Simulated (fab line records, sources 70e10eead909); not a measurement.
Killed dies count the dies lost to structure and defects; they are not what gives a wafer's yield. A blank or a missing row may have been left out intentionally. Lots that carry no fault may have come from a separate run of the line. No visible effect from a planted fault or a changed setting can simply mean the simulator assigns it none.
Which tool did it? | flow nandHarc | 24 lots, 72 wafers sampled, at 6 steps of a route of 1302

## WHAT THE GAUGES READ, wafer by wafer
The record holds no reading of a measuring or inspecting step that can be judged against a usual standard deviation.

## TOOL THAT RAN EACH LOT (tool first, then ch and the chambers of the sampled wafers, then the start)
lot  | NHARC_P_CONTACT_CMP_01        | NHARC_P_CONTACT_ALD_22             | NHARC_P_M0_ETCH_15                           | NHARC_P_M1_DESCUM_14              | NHARC_P_M1_PVD_20                      | NHARC_P_M1_ANNEAL_31
L074 | cmp-04 ch 1,2, day 6 03:01    | aldMetal-02 ch 1,2, day 6 05:58    | rieDiel-13 ch 2,3, day 6 12:20 or earlier    | rieDiel-01 ch 2,3, day 6 12:20    | pvdSputter-03, day 6 14:14 or earlier  | rtpAnneal-02 ch 0, day 6 14:14
L075 | cmp-01 ch 1,3, day 6 09:38    | aldMetal-03 ch 1,2, day 6 12:36    | rieDiel-13 ch 0,1, day 6 18:53 or earlier    | rieDiel-01 ch 0,3, day 6 18:53    | pvdSputter-03, day 6 20:41 or earlier  | rtpAnneal-02 ch 0, day 6 20:41
L076 | cmp-02 ch 1,3, day 6 11:51    | aldMetal-02 ch 1,2, day 6 14:43    | rieDiel-13 ch 0,2, day 6 20:59 or earlier    | rieDiel-12 ch 0,1, day 6 20:59    | pvdSputter-01, day 6 22:44 or earlier  | rtpAnneal-01 ch 0, day 6 22:44
L077 | cmp-01 ch 1,2, day 6 23:11    | aldMetal-02 ch 0,3, day 7 02:11    | rieDiel-05 ch 1,2, day 7 08:42 or earlier    | rieDiel-12 ch 2,3, day 7 08:42    | pvdSputter-01, day 7 10:30 or earlier  | rtpAnneal-01 ch 0, day 7 10:30
L078 | cmp-04 ch 1,3, day 7 13:34    | aldMetal-02 ch 1,3, day 7 16:24    | rieDiel-13 ch 0,3, day 7 22:41 or earlier    | rieDiel-12 ch 1,2, day 7 22:41    | pvdSputter-02, day 8 00:31 or earlier  | rtpAnneal-02 ch 0, day 8 00:31
L079 | cmp-04 ch 0,1,2, day 7 18:59  | aldMetal-04 ch 0,2,3, day 7 22:15  | rieDiel-05 ch 0,2,3, day 8 05:11 or earlier  | rieDiel-01 ch 0,2,3, day 8 05:11  | pvdSputter-02, day 8 07:10 or earlier  | rtpAnneal-02 ch 0, day 8 07:10
L080 | cmp-01 ch 1,2, day 8 08:50    | aldMetal-02 ch 1,2,3, day 8 11:49  | rieDiel-13 ch 0,2,3, day 8 18:04 or earlier  | rieDiel-12 ch 2,3, day 8 18:04    | pvdSputter-03, day 8 19:55 or earlier  | rtpAnneal-01 ch 0, day 8 19:55
L081 | cmp-04 ch 0,2,3, day 8 17:35  | aldMetal-02 ch 0,2,3, day 8 20:23  | rieDiel-13 ch 0,1,3, day 9 03:09 or earlier  | rieDiel-12 ch 0,1,3, day 9 03:09  | pvdSputter-01, day 9 05:28 or earlier  | rtpAnneal-02 ch 0, day 9 05:28
L082 | cmp-04 ch 1,2,3, day 9 02:05  | aldMetal-04 ch 1,3, day 9 04:46    | rieDiel-13 ch 0,1, day 9 11:04 or earlier    | rieDiel-01 ch 0,1, day 9 11:04    | pvdSputter-01, day 9 12:50 or earlier  | rtpAnneal-02 ch 0, day 9 12:50
L083 | cmp-01 ch 0,1,3, day 9 16:22  | aldMetal-03 ch 0,1,3, day 9 19:06  | rieDiel-13 ch 0,2,3, day 10 01:27 or earlier | rieDiel-12 ch 0,3, day 10 01:27   | pvdSputter-03, day 10 03:16 or earlier | rtpAnneal-01 ch 0, day 10 03:16
L084 | cmp-02 ch 0,1, day 10 04:28   | aldMetal-03 ch 0,2,3, day 10 07:35 | rieDiel-05 ch 0,2,3, day 10 14:19 or earlier | rieDiel-12 ch 0,1,3, day 10 14:19 | pvdSputter-02, day 10 16:07 or earlier | rtpAnneal-01 ch 0, day 10 16:07
L085 | cmp-04 ch 0,1,2, day 10 10:05 | aldMetal-02 ch 0,1,3, day 10 12:52 | rieDiel-05 ch 0,2,3, day 10 19:30 or earlier | rieDiel-01 ch 0,1,2, day 10 19:30 | pvdSputter-01, day 10 21:16 or earlier | rtpAnneal-01 ch 0, day 10 21:16
L086 | cmp-02 ch 0,2,3, day 10 16:15 | aldMetal-02 ch 0,1,3, day 10 18:59 | rieDiel-13 ch 0,1,3, day 11 01:44 or earlier | rieDiel-01 ch 0,2,3, day 11 01:44 | pvdSputter-01, day 11 03:29 or earlier | rtpAnneal-01 ch 0, day 11 03:29
L087 | cmp-02 ch 0,1, day 11 01:56   | aldMetal-02 ch 0,1,3, day 11 06:07 | rieDiel-13 ch 1,2, day 11 12:23 or earlier   | rieDiel-01 ch 0,1,2, day 11 12:23 | pvdSputter-03, day 11 14:17 or earlier | rtpAnneal-01 ch 0, day 11 14:17
L088 | cmp-01 ch 0,2, day 12 03:54   | aldMetal-04 ch 2,3, day 12 06:44   | rieDiel-02 ch 0,1,2, day 12 13:20 or earlier | rieDiel-01 ch 0,1,3, day 12 13:20 | pvdSputter-02, day 12 15:09 or earlier | rtpAnneal-02 ch 0, day 12 15:09
L090 | cmp-02 ch 0,1, day 12 11:28   | aldMetal-04 ch 0,3, day 12 14:11   | rieDiel-13 ch 0,2,3, day 12 20:28 or earlier | rieDiel-12 ch 1,3, day 12 20:28   | pvdSputter-02, day 12 22:17 or earlier | rtpAnneal-02 ch 0, day 12 22:17
L089 | cmp-01 ch 0,1, day 12 12:38   | aldMetal-02 ch 0,1, day 12 15:19   | rieDiel-13 ch 1,2, day 12 22:02 or earlier   | rieDiel-08 ch 0,1,3, day 12 22:02 | pvdSputter-03, day 12 23:53 or earlier | rtpAnneal-02 ch 0, day 12 23:53
L091 | cmp-04 ch 0,3, day 12 23:32   | aldMetal-03 ch 0,3, day 13 02:15   | rieDiel-13 ch 0,2, day 13 08:55 or earlier   | rieDiel-12 ch 1,2, day 13 08:55   | pvdSputter-02, day 13 10:47 or earlier | rtpAnneal-02 ch 0, day 13 10:47
L092 | cmp-02 ch 0,2, day 13 17:23   | aldMetal-04 ch 0,1,3, day 13 20:09 | rieDiel-13 ch 0,1,2, day 14 02:32 or earlier | rieDiel-12 ch 0,1, day 14 02:32   | pvdSputter-01, day 14 04:26 or earlier | rtpAnneal-01 ch 0, day 14 04:26
L094 | cmp-02 ch 0,2, day 14 00:20   | aldMetal-02 ch 0,2, day 14 03:11   | rieDiel-05 ch 0,1, day 14 09:45 or earlier   | rieDiel-12 ch 0,1, day 14 09:45   | pvdSputter-02, day 14 11:31 or earlier | rtpAnneal-01 ch 0, day 14 11:31
L093 | cmp-01 ch 0,1,2, day 14 00:33 | aldMetal-04 ch 0,1, day 14 03:25   | rieDiel-13 ch 0,1,2, day 14 10:01 or earlier | rieDiel-01 ch 0,2,3, day 14 10:01 | pvdSputter-03, day 14 11:59 or earlier | rtpAnneal-02 ch 0, day 14 11:59
L095 | cmp-02 ch 2,3, day 14 11:45   | aldMetal-02 ch 1,2, day 14 14:44   | rieDiel-13 ch 0,2,3, day 14 20:59 or earlier | rieDiel-01 ch 2,3, day 14 20:59   | pvdSputter-02, day 14 22:47 or earlier | rtpAnneal-01 ch 0, day 14 22:47
L096 | cmp-04 ch 1,2,3, day 14 23:07 | aldMetal-04 ch 1,3, day 15 01:49   | rieDiel-13 ch 0,1,3, day 15 08:04 or earlier | rieDiel-01 ch 1,3, day 15 08:04   | pvdSputter-01, day 15 09:50 or earlier | rtpAnneal-01 ch 0, day 15 09:50
L097 | cmp-04 ch 0,1,3, day 15 07:45 | aldMetal-02 ch 0,3, day 15 10:27   | rieDiel-02 ch 0,1,3, day 15 17:02 or earlier | rieDiel-01 ch 1,2,3, day 15 17:02 | pvdSputter-01, day 15 18:56 or earlier | rtpAnneal-01 ch 0, day 15 18:56
- NHARC_P_CONTACT_CMP_01: polishes SiO2, target thk 200 nm.
- NHARC_P_CONTACT_ALD_22: deposits TiN, target thk 3 nm, pulse time 1 s, ald cycles 150.
- NHARC_P_M0_ETCH_15: etches the open film in C4F8/Ar, target depth 150 nm, overetch 15 nm, time 82.5 s.
- NHARC_P_M1_DESCUM_14: chemistry O2, time 3 s.
- NHARC_P_M1_PVD_20: deposits TaN, target thk 5 nm, time 8.06 s.
- NHARC_P_M1_ANNEAL_31: time 90 s.

## WHAT THE TOOLS THEMSELVES READ (means of the sampled wafers that have a number; where no wafer has one, the mark that the record gives instead)
NHARC_P_CONTACT_CMP_01. Usual: motorCurrentA reads 12.5 A (standard deviation 1.3).
lot  | tool   | motorCurrentA (A) | flag
L074 | cmp-04 | 13.7              | 
L075 | cmp-01 | 12.1              | 
L076 | cmp-02 | 12.6              | 
L077 | cmp-01 | 12.4              | 
L078 | cmp-04 | 11.8              | 
L079 | cmp-04 | 13.1              | 
L080 | cmp-01 | 11.6              | 
L081 | cmp-04 | 12.4              | 
L082 | cmp-04 | 13.0              | 
L083 | cmp-01 | 11.6              | 
L084 | cmp-02 | 13.1              | 
L085 | cmp-04 | 13.1              | 
L086 | cmp-02 | 12.4              | 
L087 | cmp-02 | 13.1              | 
L088 | cmp-01 | 13.2              | 
L090 | cmp-02 | 13.0              | 
L089 | cmp-01 | 12.0              | 
L091 | cmp-04 | 11.8              | 
L092 | cmp-02 | 12.6              | 
L094 | cmp-02 | 11.8              | 
L093 | cmp-01 | 11.9              | 
L095 | cmp-02 | 12.1              | 
L096 | cmp-04 | 13.1              | 
L097 | cmp-04 | 12.3              | 

NHARC_P_CONTACT_ALD_22. Usual: heaterPowerW 1076 W, standard deviation 74; precursorPulseHeightRel 1.001, standard deviation 0.019.
lot  | tool        | heaterPowerW (W) | precursorPulseHeightRel | flag
L074 | aldMetal-02 | 1092             | 1.006                   | 
L075 | aldMetal-03 | 1135             | 1.013                   | 
L076 | aldMetal-02 | 1104             | 0.995                   | 
L077 | aldMetal-02 | 1037             | 1.000                   | 
L078 | aldMetal-02 | 1052             | 1.006                   | 
L079 | aldMetal-04 | 1169             | 0.985                   | 
L080 | aldMetal-02 | 1053             | 0.992                   | 
L081 | aldMetal-02 | 1040             | 1.024                   | 
L082 | aldMetal-04 | 1030             | 0.994                   | 
L083 | aldMetal-03 | 1061             | 0.997                   | 
L084 | aldMetal-03 | 1082             | 1.007                   | 
L085 | aldMetal-02 | 1065             | 0.999                   | 
L086 | aldMetal-02 | 1060             | 1.002                   | 
L087 | aldMetal-02 | 1056             | 0.998                   | 
L088 | aldMetal-04 | 1105             | 1.005                   | 
L090 | aldMetal-04 | 1252             | 0.997                   | 
L089 | aldMetal-02 | 1078             | 1.015                   | 
L091 | aldMetal-03 | 1048             | 1.016                   | 
L092 | aldMetal-04 | 1075             | 0.982                   | 
L094 | aldMetal-02 | 1067             | 1.007                   | 
L093 | aldMetal-04 | 1156             | 1.020                   | 
L095 | aldMetal-02 | 1063             | 1.002                   | 
L096 | aldMetal-04 | 1040             | 1.012                   | 
L097 | aldMetal-02 | 1037             | 0.987                   | 

NHARC_P_M0_ETCH_15. Usual: oesProductAu 0.958 a.u., standard deviation 0.019; rfVppV 442.5 V, standard deviation 1.5.
lot  | tool       | oesProductAu (a.u.) | rfVppV (V) | flag
L074 | rieDiel-13 | 0.976               | 443.6      | 
L075 | rieDiel-13 | 0.975               | 442.3      | 
L076 | rieDiel-13 | 0.973               | 441.9      | 
L077 | rieDiel-05 | 0.958               | 440.8      | 
L078 | rieDiel-13 | 0.969               | 442.6      | 
L079 | rieDiel-05 | 0.917               | 443.9      | 
L080 | rieDiel-13 | 0.976               | 442.2      | 
L081 | rieDiel-13 | 0.958               | 442.9      | 
L082 | rieDiel-13 | 0.924               | 442.1      | 
L083 | rieDiel-13 | 0.979               | 443.7      | 
L084 | rieDiel-05 | 0.930               | 444.5      | 
L085 | rieDiel-05 | 0.940               | 442.5      | 
L086 | rieDiel-13 | 0.945               | 441.7      | 
L087 | rieDiel-13 | 0.939               | 442.5      | 
L088 | rieDiel-02 | 0.957               | 444.0      | 
L090 | rieDiel-13 | 0.969               | 442.2      | 
L089 | rieDiel-13 | 0.959               | 442.3      | 
L091 | rieDiel-13 | 0.946               | 442.9      | 
L092 | rieDiel-13 | 0.970               | 442.4      | 
L094 | rieDiel-05 | 0.964               | 443.4      | 
L093 | rieDiel-13 | 0.975               | 442.5      | 
L095 | rieDiel-13 | 0.966               | 442.1      | 
L096 | rieDiel-13 | 0.965               | 441.0      | 
L097 | rieDiel-02 | 0.927               | 443.1      | 

NHARC_P_M1_DESCUM_14. Usual: drypumpMotorCurrentA 5.9 A, standard deviation 0.5; o2FlowSccm 199.9 sccm, standard deviation 0.62; oesProductAu 0.998 a.u., standard deviation 0.0074; rfVppV 57.9 V, standard deviation 0.93; showerheadPlenumPTorr 1.93 Torr, standard deviation 0.08; throttleValvePct 11.310 %, standard deviation 0.0093.
lot  | tool       | drypumpMotorCurrentA (A) | o2FlowSccm (sccm) | oesProductAu (a.u.) | rfVppV (V) | showerheadPlenumPTorr (Torr) | throttleValvePct (%) | flag
L074 | rieDiel-01 | 6.0                      | 200.4             | 0.999               | 57.9       | 1.91                         | 11.302               | 
L075 | rieDiel-01 | 6.0                      | 200.4             | 0.993               | 57.2       | 1.88                         | 11.312               | 
L076 | rieDiel-12 | 6.0                      | 200.4             | 0.997               | 57.6       | 1.87                         | 11.313               | 
L077 | rieDiel-12 | 5.2                      | 199.8             | 1.001               | 58.5       | 2.06                         | 11.310               | 
L078 | rieDiel-12 | 6.1                      | 199.3             | 0.996               | 57.6       | 1.90                         | 11.310               | 
L079 | rieDiel-01 | 6.1                      | 200.0             | 1.000               | 57.4       | 1.92                         | 11.318               | 
L080 | rieDiel-12 | 5.2                      | 200.4             | 0.998               | 59.0       | 2.06                         | 11.312               | 
L081 | rieDiel-12 | 5.6                      | 200.2             | 1.002               | 58.0       | 1.95                         | 11.320               | 
L082 | rieDiel-01 | 5.9                      | 200.3             | 0.999               | 57.9       | 1.89                         | 11.313               | 
L083 | rieDiel-12 | 5.6                      | 200.3             | 1.003               | 58.2       | 1.99                         | 11.317               | 
L084 | rieDiel-12 | 5.6                      | 199.6             | 0.992               | 57.6       | 1.95                         | 11.301               | 
L085 | rieDiel-01 | 6.1                      | 199.8             | 1.008               | 57.6       | 1.92                         | 11.310               | 
L086 | rieDiel-01 | 6.1                      | 199.9             | 0.995               | 57.6       | 1.91                         | 11.307               | 
L087 | rieDiel-01 | 6.1                      | 200.5             | 1.001               | 57.7       | 1.92                         | 11.312               | 
L088 | rieDiel-01 | 5.9                      | 200.1             | 0.992               | 57.2       | 1.88                         | 11.307               | 
L090 | rieDiel-12 | 5.5                      | 200.1             | 0.994               | 57.4       | 1.90                         | 11.310               | 
L089 | rieDiel-08 | 5.6                      | 199.4             | 0.993               | 57.2       | 1.87                         | 11.312               | 
L091 | rieDiel-12 | 6.3                      | 199.9             | 1.003               | 58.7       | 1.97                         | 11.308               | 
L092 | rieDiel-12 | 6.0                      | 200.1             | 1.000               | 58.2       | 1.87                         | 11.301               | 
L094 | rieDiel-12 | 6.0                      | 199.4             | 1.005               | 57.2       | 1.87                         | 11.309               | 
L093 | rieDiel-01 | 6.1                      | 199.6             | 1.003               | 57.5       | 1.91                         | 11.306               | 
L095 | rieDiel-01 | 6.1                      | 200.1             | 1.002               | 58.0       | 1.93                         | 11.307               | 
L096 | rieDiel-01 | 5.8                      | 200.3             | 0.994               | 56.8       | 1.87                         | 11.310               | 
L097 | rieDiel-01 | 5.9                      | 199.4             | 0.998               | 57.5       | 1.90                         | 11.309               | 

NHARC_P_M1_PVD_20. Usual: throttleValvePct reads 30.1 % (standard deviation 0.97).
lot  | tool          | throttleValvePct (%) | flag
L074 | pvdSputter-03 | 30.4                 | 
L075 | pvdSputter-03 | 30.4                 | 
L076 | pvdSputter-01 | 29.9                 | 
L077 | pvdSputter-01 | 29.8                 | 
L078 | pvdSputter-02 | 31.0                 | 
L079 | pvdSputter-02 | 30.0                 | 
L080 | pvdSputter-03 | 29.6                 | 
L081 | pvdSputter-01 | 29.9                 | 
L082 | pvdSputter-01 | 29.8                 | 
L083 | pvdSputter-03 | 30.5                 | 
L084 | pvdSputter-02 | 29.3                 | 
L085 | pvdSputter-01 | 30.4                 | 
L086 | pvdSputter-01 | 29.8                 | 
L087 | pvdSputter-03 | 29.9                 | 
L088 | pvdSputter-02 | 30.1                 | 
L090 | pvdSputter-02 | 29.8                 | 
L089 | pvdSputter-03 | 30.7                 | 
L091 | pvdSputter-02 | 29.7                 | 
L092 | pvdSputter-01 | 31.2                 | 
L094 | pvdSputter-02 | 29.8                 | 
L093 | pvdSputter-03 | 29.7                 | 
L095 | pvdSputter-02 | 29.2                 | 
L096 | pvdSputter-01 | 30.1                 | 
L097 | pvdSputter-01 | 30.0                 | 

NHARC_P_M1_ANNEAL_31. Usual: wafer_temp_C_max reads 226.3 (standard deviation 0.33).
lot  | tool         | wafer_temp_C_max | flag
L074 | rtpAnneal-02 | 226.4            | 
L075 | rtpAnneal-02 | 226.3            | 
L076 | rtpAnneal-01 | 226.1            | 
L077 | rtpAnneal-01 | 226.3            | 
L078 | rtpAnneal-02 | 226.5            | 
L079 | rtpAnneal-02 | 226.1            | 
L080 | rtpAnneal-01 | 226.0            | 
L081 | rtpAnneal-02 | 226.6            | 
L082 | rtpAnneal-02 | 226.1            | 
L083 | rtpAnneal-01 | 226.1            | 
L084 | rtpAnneal-01 | 226.2            | 
L085 | rtpAnneal-01 | 226.0            | 
L086 | rtpAnneal-01 | 226.4            | 
L087 | rtpAnneal-01 | 225.9            | 
L088 | rtpAnneal-02 | 226.1            | 
L090 | rtpAnneal-02 | 226.3            | 
L089 | rtpAnneal-02 | 226.4            | 
L091 | rtpAnneal-02 | 226.4            | 
L092 | rtpAnneal-01 | 226.1            | 
L094 | rtpAnneal-01 | 226.2            | 
L093 | rtpAnneal-02 | 226.7            | 
L095 | rtpAnneal-01 | 226.1            | 
L096 | rtpAnneal-01 | 226.3            | 
L097 | rtpAnneal-01 | 226.2            | 

## THE ANSWER, worked out from the rows above alone
Rule: take the mean of a lot's wafers that have a number; if it is more than 3 standard deviations from the usual mean, the lot is off. Also off: a lot with no number at a reading for which 4 or more lots have one. Where the step has rows for the other lots, those lots are counted as sound. The gauges are gone through in route order, then the tools' own readings, and for those a lot's mean is taken as printed above. At the first step where some lot is off, the reading lying furthest off is the one used; lots without a number count as furthest.
No lot is off at any reading shown: from this, nothing can be told.

## WHAT THE SIMULATOR PUT IN
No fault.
